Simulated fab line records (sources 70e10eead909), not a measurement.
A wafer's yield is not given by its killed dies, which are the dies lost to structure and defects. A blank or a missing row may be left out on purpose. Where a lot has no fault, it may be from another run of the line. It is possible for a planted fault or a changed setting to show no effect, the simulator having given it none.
Matching of chambers | flow nandHarc | 4 sister chambers for NHARC_A_WL_FILL_STRIP_29 on rieDiel-08
The step strips in O2, time 20 s. 4 wafers are shown with their chamber, then 7 later ones without.

WAFERS WITH THEIR CHAMBER
wafer  | chamber | oesProductAu (a.u.)
L744.1 | 1       | 0.985
L744.5 | 0       | 1.006
L746.1 | 3       | 0.990
L746.3 | 2       | 1.002

WAFERS MISSING THEIR CHAMBER
wafer  | oesProductAu (a.u.)
L746.4 | 0.999
L749.3 | 0.983
L749.4 | 1.006
L749.6 | 1.001
L750.1 | 0.977
L750.2 | 0.995
L750.6 | 1.003

CHAMBER TAKEN BY EACH
wafer  | from the rows above               | in truth
L746.4 | can't be placed: 2 or 0 or 3      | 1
L749.3 | can't be placed: 1 or 3           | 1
L749.4 | can't be placed: 0 or 2           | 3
L749.6 | can't be placed: 2 or 0           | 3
L750.1 | can't be placed: 1 or 3           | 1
L750.2 | can't be placed: 3 or 2 or 1 or 0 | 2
L750.6 | can't be placed: 2 or 0           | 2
Correctly placed: 0 of 7. From these rows, 7 cannot be placed; in 4 the true chamber is one of the candidates. Wrongly placed: 0.
How it was worked out, from the rows above alone: a wafer's distance from a chamber is the root of the sum, over the readings, of the square of ((its reading less the chamber's mean) divided by the reading's scatter). The wafer belongs to the nearest chamber; if the next one is less than 2 further off, it can't be placed. The mean given for a chamber averages the wafers shown for that chamber. The scatter: with one shown wafer a chamber, the root of the mean of the squares of how far each hidden wafer lies from its nearest shown one.
